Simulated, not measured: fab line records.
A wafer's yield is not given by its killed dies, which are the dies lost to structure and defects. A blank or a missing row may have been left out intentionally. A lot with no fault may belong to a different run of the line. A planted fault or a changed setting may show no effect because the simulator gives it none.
Chamber matching + flow n5Finfet + 4 sister chambers for N5_BEOL_M9_ETCH_76 on rieDiel-02
The step etches underlayer in N2/H2, target depth 6.5 nm, time 5.2 s. 18 wafers are shown with their chamber, then 9 later ones without.

## WAFERS, EACH WITH ITS CHAMBER
| wafer  | chamber | showerheadPlenumPTorr (Torr) | throttleValvePct (%) | drypumpMotorCurrentA (A) |
|--------|---------|------------------------------|----------------------|--------------------------|
| L074.2 | 1       | 2.45                         | 18.23                | 6.1                      |
| L074.3 | 2       | 2.64                         | 17.99                | 6.3                      |
| L074.5 | 3       | 2.51                         | 17.79                | 5.8                      |
| L081.2 | 2       | 2.63                         | 18.01                | 6.2                      |
| L081.4 | 3       | 2.50                         | 17.79                | 5.8                      |
| L081.5 | 1       | 2.45                         | 18.25                | 6.1                      |
| L080.2 | 3       | 2.50                         | 17.81                | 5.8                      |
| L080.3 | 2       | 2.63                         | 18.01                | 6.3                      |
| L080.4 | 1       | 2.45                         | 18.26                | 6.0                      |
| L084.2 | 0       | 2.50                         | 18.09                | 5.8                      |
| L084.5 | 3       | 2.50                         | 17.83                | 5.9                      |
| L084.6 | 0       | 2.50                         | 18.10                | 5.8                      |
| L083.1 | 3       | 2.50                         | 17.83                | 5.8                      |
| L083.2 | 1       | 2.44                         | 18.27                | 6.1                      |
| L083.3 | 2       | 2.63                         | 18.01                | 6.2                      |
| L086.2 | 0       | 2.50                         | 18.12                | 5.8                      |
| L086.4 | 2       | 2.63                         | 18.04                | 6.3                      |
| L086.6 | 1       | 2.44                         | 18.29                | 6.0                      |

SIGNATURES (means of the wafers above)
| reading               | chamber 0 | chamber 1 | chamber 2 | chamber 3 | scatter within a chamber |
|-----------------------|-----------|-----------|-----------|-----------|--------------------------|
| showerheadPlenumPTorr | 2.5000    | 2.4460    | 2.6320    | 2.5020    | 0.00447                  |
| throttleValvePct      | 18.1033   | 18.2600   | 18.0120   | 17.8100   | 0.0195                   |
| drypumpMotorCurrentA  | 5.800     | 6.060     | 6.260     | 5.820     | 0.0478                   |
Rule: for each reading, subtract the chamber's mean from the wafer's reading, divide by that reading's scatter and square the result; add these up over the readings and take the root, which gives the wafer's distance from the chamber. The wafer belongs to the nearest chamber; if the next one is less than 2 further off, it can't be placed. The scatter is the square root of a quotient: the sum, over the shown wafers, of each reading's squared deviation from its chamber's mean, divided by wafers minus chambers.

## WAFERS WITHOUT THEIR CHAMBER
| wafer  | showerheadPlenumPTorr (Torr) | throttleValvePct (%) | drypumpMotorCurrentA (A) |
|--------|------------------------------|----------------------|--------------------------|
| L091.3 | 2.62                         | 18.03                | 6.3                      |
| L091.4 | 2.50                         | 18.10                | 5.7                      |
| L091.6 | 2.62                         | 18.05                | 6.3                      |
| L089.2 | 2.62                         | 18.05                | 6.3                      |
| L089.3 | 2.44                         | 18.29                | 6.0                      |
| L089.5 | 2.62                         | 18.02                | 6.3                      |
| L095.1 | 2.43                         | 18.30                | 6.0                      |
| L095.4 | 2.43                         | 18.32                | 6.0                      |
| L095.5 | 2.49                         | 18.13                | 5.8                      |

## CHAMBER TAKEN BY EACH
| wafer  | from the rows above | in truth |
|--------|---------------------|----------|
| L091.3 | 2                   | 2        |
| L091.4 | 0                   | 0        |
| L091.6 | 2                   | 2        |
| L089.2 | 2                   | 2        |
| L089.3 | 1                   | 1        |
| L089.5 | 2                   | 2        |
| L095.1 | 1                   | 1        |
| L095.4 | 1                   | 1        |
| L095.5 | 0                   | 0        |
9 of 9 placed correctly. Left unplaced by these rows: 0. 0 placed wrongly.
